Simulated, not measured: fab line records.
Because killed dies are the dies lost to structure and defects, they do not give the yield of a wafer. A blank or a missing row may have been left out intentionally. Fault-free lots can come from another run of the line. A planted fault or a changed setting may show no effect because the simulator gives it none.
Split-lot trial || flow n5Finfet || 7 lots, 39 wafers read, on a route of 1938 steps

THE SPLIT
At N5_BEOL_M15_DEP_53 (deposits SiCN from 3MS/NH3, target thk 50 nm, time 17.8 s), the setting targetThkA was moved away from the recipe's 500 angstrom on 18 of the 39 wafers read, by -23.2% to +52.0%. This setting was run at the recipe's value on the other wafers.

The reading is taken at the split's own step.

THE READING
SiCN_of_BEOL_M15_DEP_53.thkNm (the simulator's own value, which no gauge read), in nm, at N5_BEOL_M15_DEP_53 (deposits SiCN from 3MS/NH3, target thk 50 nm, time 17.8 s). The file gives no usual value for it. Across the 21 wafers here that went through the recipe, the average is 49.9 nm and the standard deviation 0.68 nm.

{"wafer": "L074.1", "tool, chamber at the split": "pecvd-03, 0", "targetThkA as run, angstrom": 500, "against the recipe": "recipe", "SiCN_of_BEOL_M15_DEP_53.thkNm, nm": 49.4, "against lot-mates on the recipe": "-"}
{"wafer": "L074.2", "tool, chamber at the split": "pecvd-03, 1", "targetThkA as run, angstrom": 714.1, "against the recipe": "+42.8%", "SiCN_of_BEOL_M15_DEP_53.thkNm, nm": 70.2, "against lot-mates on the recipe": "+20.3"}
{"wafer": "L074.3", "tool, chamber at the split": "pecvd-03, 2", "targetThkA as run, angstrom": 714.1, "against the recipe": "+42.8%", "SiCN_of_BEOL_M15_DEP_53.thkNm, nm": 70.4, "against lot-mates on the recipe": "+20.5"}
{"wafer": "L074.4", "tool, chamber at the split": "pecvd-03, 0,2", "targetThkA as run, angstrom": 500, "against the recipe": "recipe", "SiCN_of_BEOL_M15_DEP_53.thkNm, nm": 50.2, "against lot-mates on the recipe": "-"}
{"wafer": "L074.6", "tool, chamber at the split": "pecvd-03, 0,2", "targetThkA as run, angstrom": 500, "against the recipe": "recipe", "SiCN_of_BEOL_M15_DEP_53.thkNm, nm": 50.2, "against lot-mates on the recipe": "-"}
{"wafer": "L074.5", "tool, chamber at the split": "pecvd-03, 1", "targetThkA as run, angstrom": 714.1, "against the recipe": "+42.8%", "SiCN_of_BEOL_M15_DEP_53.thkNm, nm": 71, "against lot-mates on the recipe": "+21.1"}
{"wafer": "L075.1", "tool, chamber at the split": "pecvd-03, 2,0", "targetThkA as run, angstrom": 760.1, "against the recipe": "+52.0%", "SiCN_of_BEOL_M15_DEP_53.thkNm, nm": 75.6, "against lot-mates on the recipe": "+25.7"}
{"wafer": "L075.2", "tool, chamber at the split": "pecvd-03, 2,0", "targetThkA as run, angstrom": 760.1, "against the recipe": "+52.0%", "SiCN_of_BEOL_M15_DEP_53.thkNm, nm": 75.6, "against lot-mates on the recipe": "+25.7"}
{"wafer": "L075.3", "tool, chamber at the split": "pecvd-03, 1", "targetThkA as run, angstrom": 500, "against the recipe": "recipe", "SiCN_of_BEOL_M15_DEP_53.thkNm, nm": 49, "against lot-mates on the recipe": "-"}
{"wafer": "L075.4", "tool, chamber at the split": "pecvd-03, 0", "targetThkA as run, angstrom": 760.1, "against the recipe": "+52.0%", "SiCN_of_BEOL_M15_DEP_53.thkNm, nm": 76.8, "against lot-mates on the recipe": "+26.9"}
{"wafer": "L075.5", "tool, chamber at the split": "pecvd-03, 1", "targetThkA as run, angstrom": 500, "against the recipe": "recipe", "SiCN_of_BEOL_M15_DEP_53.thkNm, nm": 49.8, "against lot-mates on the recipe": "-"}
{"wafer": "L075.6", "tool, chamber at the split": "pecvd-03, 2", "targetThkA as run, angstrom": 500, "against the recipe": "recipe", "SiCN_of_BEOL_M15_DEP_53.thkNm, nm": 50.8, "against lot-mates on the recipe": "-"}
{"wafer": "L080.1", "tool, chamber at the split": "pecvd-04, 1", "targetThkA as run, angstrom": 744.4, "against the recipe": "+48.9%", "SiCN_of_BEOL_M15_DEP_53.thkNm, nm": 74.2, "against lot-mates on the recipe": "+24.8"}
{"wafer": "L080.2", "tool, chamber at the split": "pecvd-04, 2,0", "targetThkA as run, angstrom": 500, "against the recipe": "recipe", "SiCN_of_BEOL_M15_DEP_53.thkNm, nm": 49, "against lot-mates on the recipe": "-"}
{"wafer": "L080.3", "tool, chamber at the split": "pecvd-04, 2,0", "targetThkA as run, angstrom": 500, "against the recipe": "recipe", "SiCN_of_BEOL_M15_DEP_53.thkNm, nm": 49, "against lot-mates on the recipe": "-"}
{"wafer": "L080.4", "tool, chamber at the split": "pecvd-04, 2", "targetThkA as run, angstrom": 500, "against the recipe": "recipe", "SiCN_of_BEOL_M15_DEP_53.thkNm, nm": 50.2, "against lot-mates on the recipe": "-"}
{"wafer": "L080.5", "tool, chamber at the split": "pecvd-04, 0,1", "targetThkA as run, angstrom": 744.4, "against the recipe": "+48.9%", "SiCN_of_BEOL_M15_DEP_53.thkNm, nm": 75.2, "against lot-mates on the recipe": "+25.8"}
{"wafer": "L080.6", "tool, chamber at the split": "pecvd-04, 0,1", "targetThkA as run, angstrom": 744.4, "against the recipe": "+48.9%", "SiCN_of_BEOL_M15_DEP_53.thkNm, nm": 75.2, "against lot-mates on the recipe": "+25.8"}
{"wafer": "L085.1", "tool, chamber at the split": "pecvd-03, 0", "targetThkA as run, angstrom": 500, "against the recipe": "recipe", "SiCN_of_BEOL_M15_DEP_53.thkNm, nm": 48.8, "against lot-mates on the recipe": "-"}
{"wafer": "L085.2", "tool, chamber at the split": "pecvd-03, 2", "targetThkA as run, angstrom": 392.1, "against the recipe": "-21.6%", "SiCN_of_BEOL_M15_DEP_53.thkNm, nm": 38.2, "against lot-mates on the recipe": -11.5}
{"wafer": "L085.3", "tool, chamber at the split": "pecvd-03, 2,0", "targetThkA as run, angstrom": 500, "against the recipe": "recipe", "SiCN_of_BEOL_M15_DEP_53.thkNm, nm": 50.2, "against lot-mates on the recipe": "-"}
{"wafer": "L085.4", "tool, chamber at the split": "pecvd-03, 2,0", "targetThkA as run, angstrom": 500, "against the recipe": "recipe", "SiCN_of_BEOL_M15_DEP_53.thkNm, nm": 50.2, "against lot-mates on the recipe": "-"}
{"wafer": "L085.5", "tool, chamber at the split": "pecvd-03, 2,0", "targetThkA as run, angstrom": 392.1, "against the recipe": "-21.6%", "SiCN_of_BEOL_M15_DEP_53.thkNm, nm": 39.4, "against lot-mates on the recipe": -10.3}
{"wafer": "L085.6", "tool, chamber at the split": "pecvd-03, 2,0", "targetThkA as run, angstrom": 392.1, "against the recipe": "-21.6%", "SiCN_of_BEOL_M15_DEP_53.thkNm, nm": 39.4, "against lot-mates on the recipe": -10.3}
{"wafer": "L089.1", "tool, chamber at the split": "pecvd-04, 0", "targetThkA as run, angstrom": 384.1, "against the recipe": "-23.2%", "SiCN_of_BEOL_M15_DEP_53.thkNm, nm": 36.8, "against lot-mates on the recipe": -12.9}
{"wafer": "L089.2", "tool, chamber at the split": "pecvd-04, 2", "targetThkA as run, angstrom": 500, "against the recipe": "recipe", "SiCN_of_BEOL_M15_DEP_53.thkNm, nm": 49.6, "against lot-mates on the recipe": "-"}
{"wafer": "L089.3", "tool, chamber at the split": "pecvd-04, 1,2", "targetThkA as run, angstrom": 500, "against the recipe": "recipe", "SiCN_of_BEOL_M15_DEP_53.thkNm, nm": 49.8, "against lot-mates on the recipe": "-"}
{"wafer": "L089.6", "tool, chamber at the split": "pecvd-04, 1,2", "targetThkA as run, angstrom": 500, "against the recipe": "recipe", "SiCN_of_BEOL_M15_DEP_53.thkNm, nm": 49.8, "against lot-mates on the recipe": "-"}
{"wafer": "L089.4", "tool, chamber at the split": "pecvd-04, 0", "targetThkA as run, angstrom": 384.1, "against the recipe": "-23.2%", "SiCN_of_BEOL_M15_DEP_53.thkNm, nm": 38.4, "against lot-mates on the recipe": -11.3}
{"wafer": "L089.5", "tool, chamber at the split": "pecvd-04, 1", "targetThkA as run, angstrom": 384.1, "against the recipe": "-23.2%", "SiCN_of_BEOL_M15_DEP_53.thkNm, nm": 39, "against lot-mates on the recipe": -10.7}
{"wafer": "L090.1", "tool, chamber at the split": "pecvd-04, 0", "targetThkA as run, angstrom": 500, "against the recipe": "recipe", "SiCN_of_BEOL_M15_DEP_53.thkNm, nm": 49.2, "against lot-mates on the recipe": "-"}
{"wafer": "L090.2", "tool, chamber at the split": "pecvd-04, 1", "targetThkA as run, angstrom": 500, "against the recipe": "recipe", "SiCN_of_BEOL_M15_DEP_53.thkNm, nm": 50, "against lot-mates on the recipe": "-"}
{"wafer": "L090.3", "tool, chamber at the split": "pecvd-04, 2", "targetThkA as run, angstrom": 409.9, "against the recipe": "-18.0%", "SiCN_of_BEOL_M15_DEP_53.thkNm, nm": 41, "against lot-mates on the recipe": -8.8}
{"wafer": "L090.4", "tool, chamber at the split": "pecvd-04, 0", "targetThkA as run, angstrom": 500, "against the recipe": "recipe", "SiCN_of_BEOL_M15_DEP_53.thkNm, nm": 50.2, "against lot-mates on the recipe": "-"}
{"wafer": "L090.5", "tool, chamber at the split": "pecvd-04, 1,2", "targetThkA as run, angstrom": 409.9, "against the recipe": "-18.0%", "SiCN_of_BEOL_M15_DEP_53.thkNm, nm": 41.4, "against lot-mates on the recipe": -8.4}
{"wafer": "L090.6", "tool, chamber at the split": "pecvd-04, 1,2", "targetThkA as run, angstrom": 409.9, "against the recipe": "-18.0%", "SiCN_of_BEOL_M15_DEP_53.thkNm, nm": 41.4, "against lot-mates on the recipe": -8.4}
{"wafer": "L093.2", "tool, chamber at the split": "pecvd-02, 0", "targetThkA as run, angstrom": 500, "against the recipe": "recipe", "SiCN_of_BEOL_M15_DEP_53.thkNm, nm": 50.8, "against lot-mates on the recipe": "-"}
{"wafer": "L093.3", "tool, chamber at the split": "pecvd-02, 1", "targetThkA as run, angstrom": 500, "against the recipe": "recipe", "SiCN_of_BEOL_M15_DEP_53.thkNm, nm": 49.6, "against lot-mates on the recipe": "-"}
{"wafer": "L093.6", "tool, chamber at the split": "pecvd-02, 2", "targetThkA as run, angstrom": 500, "against the recipe": "recipe", "SiCN_of_BEOL_M15_DEP_53.thkNm, nm": 51.6, "against lot-mates on the recipe": "-"}
Rows listing several chambers each stand for several wafers; the file does not say which wafer went through which chamber.

FIT RESULTS
A straight line over all 39 wafers: SiCN_of_BEOL_M15_DEP_53.thkNm changes by +0.5 nm for each +1% of targetThkA; r = +1.00; the points scatter about the line by 0.71 nm.
The same after taking each lot's own level away (the mean of its wafers on the recipe; 39 wafers): +0.501 nm for each +1%; r = +1.00; scatter 0.7 nm.
The reading moves by 26 nm for the largest change in targetThkA, on that fit.
The lots' own levels span 49.40 to 50.67 nm, that is 1.9 times the standard deviation above.
Hence the lot-to-lot level has little effect on the slope; both slopes agree.
Check: +26.2 nm against its lot-mates is what the line predicts for one of the wafers moved furthest among these (+52.0%) when that wafer is left out of the fit. It came out at +25.7 nm against them.

OTHER SPLITS ON THESE WAFERS
Note: prior to the reading, these wafers also went through further splits. Each is held against what the fit with the lots' levels taken away leaves over:
{"other split on the same wafers": "N5_BEOL_M1_ILD_DEP_00 targetThkA", "wafers away from the commonest value": 12, "r with SiCN_of_BEOL_M15_DEP_53.thkNm (lot level and that fit taken away)": "+0.15"}
{"other split on the same wafers": "N5_BEOL_M2_PECVD_72 timeS", "wafers away from the commonest value": 18, "r with SiCN_of_BEOL_M15_DEP_53.thkNm (lot level and that fit taken away)": -0.04}
{"other split on the same wafers": "N5_BEOL_M3_ALD_84 aldCycles", "wafers away from the commonest value": 12, "r with SiCN_of_BEOL_M15_DEP_53.thkNm (lot level and that fit taken away)": -0.10}
{"other split on the same wafers": "N5_BEOL_M6_ILD_DEP_00 timeS", "wafers away from the commonest value": 18, "r with SiCN_of_BEOL_M15_DEP_53.thkNm (lot level and that fit taken away)": "+0.05"}

FILE'S OWN FIT
SiCN_of_BEOL_M15_DEP_53.thkNm changes by +0.502 nm for each +1% of targetThkA, r = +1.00.
